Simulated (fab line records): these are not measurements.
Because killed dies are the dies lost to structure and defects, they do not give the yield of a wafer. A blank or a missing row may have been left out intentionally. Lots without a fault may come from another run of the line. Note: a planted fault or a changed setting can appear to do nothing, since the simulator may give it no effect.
Struck lot and sound lot, side by side    flow n5_finfet    37 steps out of a route of 1938
Sound: these wafers, L983.1, L983.2, L983.4. Struck: wafers L994.4, L994.6. (L994.5 of the same lot was not struck and is left out.) The cause comes at the end.
Per side, at each step with rows, come the tool, then ch with its chambers, and then its first start. Under that, the readings that differ: sound wafers    struck wafers    difference of the means    sigmas: that difference in standard deviations of wafers without a fault.
alike: words and numbers the same on both sides, and readings whose means are apart by under 2 such deviations; not compared: readings that were withheld, readings missing a value for some wafer, numbers with overlapping values and no deviation given by the record, and bounds like >300 which may hide the same value.
A row with sigmas, a row that says differs or no value, or rows on one side alone: a step with any of these is where the two part. Non-overlapping numbers with no deviation appear without sigmas and do not part them. Lack of a reading on every wafer of one side parts them only where that side has two or more wafers.

first, 8 steps without rows for these wafers: N5_BEOL_M3_ECD_50 (material Cu, target thk 300 nm); N5_BEOL_M3_ANNEAL_51 (time 90 s); N5_BEOL_M3_CMP_52 (polishes, stops on SiOC, t overpolish 6.8 s, target thk 40 nm); N5_BEOL_M3_PRE_CLEAN_60 (time 15 s); N5_BEOL_M3_CO_CAP_55 (material Co, precursor CCTBA/H2, target thk 2 nm, time 102.1 s); N5_BEOL_M3_PRE_CLEAN_56 (time 15 s); N5_BEOL_M3_DEP_57 (deposits SiCN from 3MS/NH3, target thk 8 nm, time 14 s); N5_BEOL_M4_ILD_DEP_00 (deposits SiOC from DEMS/O2, target thk 79 nm, time 15.3 s).
N5_BEOL_M4_PECVD_72: deposits SiO2 from TEOS/O2, target thk 16 nm, time 18 s.
  sound on pecvd-04 ch 1,2, day 8 03:04; struck on pecvd-04 ch 1,2, day 11 03:37
reading                                     sound         struck   difference  sigmas
model.SiO2_of_BEOL_M4_PECVD_72.thk_nm (nm)  16.2 16 16.4  8.8 8.8  -7.4        
  alike: heater_power_w, showerhead_plenum_p_Torr, showerhead_vpp_V, throttle_valve_pct
then, 25 steps without rows for these wafers: N5_BEOL_M4_HM_DEP_02 (deposits TiN, target thk 20 nm); N5_BEOL_M4_COAT_61 (time 60 s, resist thk 60 nm); N5_BEOL_M4_COAT_62 (time 60 s, resist thk 12 nm); N5_BEOL_M4_COAT_73 (time 60 s, resist thk 5 nm); N5_BEOL_M4_COAT_05 (resist thk 30 nm); N5_BEOL_M4_EBR_07; N5_BEOL_M4_SOFTBAKE_06 (time 60 s); N5_BEOL_M4_EXPOSE_08 (exposes mask M4); N5_BEOL_M4_PEB_09 (peb time 60 s); N5_BEOL_M4_DEVELOP_10 (develop time 30 s); N5_BEOL_M4_DESCUM_16 (chemistry O2, time 7 s); N5_BEOL_M4_ETCH_74 (etches underlayer in N2/H2, target depth 6.5 nm, time 5.2 s); N5_BEOL_M4_ETCH_63 (etches SiARC in CF4, target depth 15.6 nm, time 26 s); N5_BEOL_M4_ETCH_64 (etches SOC in N2/H2, target depth 75 nm, overetch 22.5 nm, time 121.9 s); N5_BEOL_M4_STRIP_65 (strips in N2/H2); N5_BEOL_M4_STRIP_75 (strips in N2/H2); N5_BEOL_M4_STRIP_66 (strips in CF4); N5_BEOL_M4_HM_OPEN_17 (chemistry Cl2/BCl3, target TiN, target depth 20 nm, overetch 6 nm); N5_BEOL_M4_STRIP_19 (strips in O2); N5_BEOL_M4_COAT_67 (time 60 s, resist thk 60 nm); N5_BEOL_M4_COAT_68 (time 60 s, resist thk 12 nm); N5_BEOL_M4_COAT_76 (time 60 s, resist thk 5 nm); N5_BEOL_M4_COAT_22 (resist thk 30 nm); N5_BEOL_M4_EBR_24; N5_BEOL_M4_SOFTBAKE_23 (time 60 s).
N5_BEOL_M4_HM_STRIP_39: strips TiN in peroxide tin strip, target depth 25 nm, time 158 s.
  sound on wet_bench-05 ch 1,2,4, day 8 14:22; struck on wet_bench-05 ch 0,7, day 11 16:45
reading                                     sound         struck   difference  sigmas
model.SiO2_of_BEOL_M4_PECVD_72.thk_nm (nm)  16 15.8 16.2  8.6 8.6  -7.4        
N5_BEOL_M4_CMP_52: polishes, stops on SiOC, t overpolish 6.8 s, target thk 40 nm.
  sound on cmp-02 ch 1,2,3, day 8 17:33; struck on cmp-02 ch 1,3, day 11 20:01
reading                       sound           struck     difference  sigmas
barrier_field_endpoint_s (s)  24.8 24.9 25.1  15.9 16.4  -8.8        -14
  alike: head_pressure_psi, motor_current_A
N5_BEOL_M4_RC_MEAS_101:
  sound on prober-01 ch 0, day 8 18:10; struck on prober-01 ch 0, day 11 21:01
  alike: DIBL_N, DIBL_P, IOFF_N, IOFF_P, ION_N, ION_P, SS_N, SS_P, VT_N, VT_P

## WHERE THEY PART
N5_BEOL_M4_CMP_52 only, going by this record. Later steps at which nothing parts them and some readings are alike: N5_BEOL_M4_RC_MEAS_101.

WHY: whatever the simulator had introduced
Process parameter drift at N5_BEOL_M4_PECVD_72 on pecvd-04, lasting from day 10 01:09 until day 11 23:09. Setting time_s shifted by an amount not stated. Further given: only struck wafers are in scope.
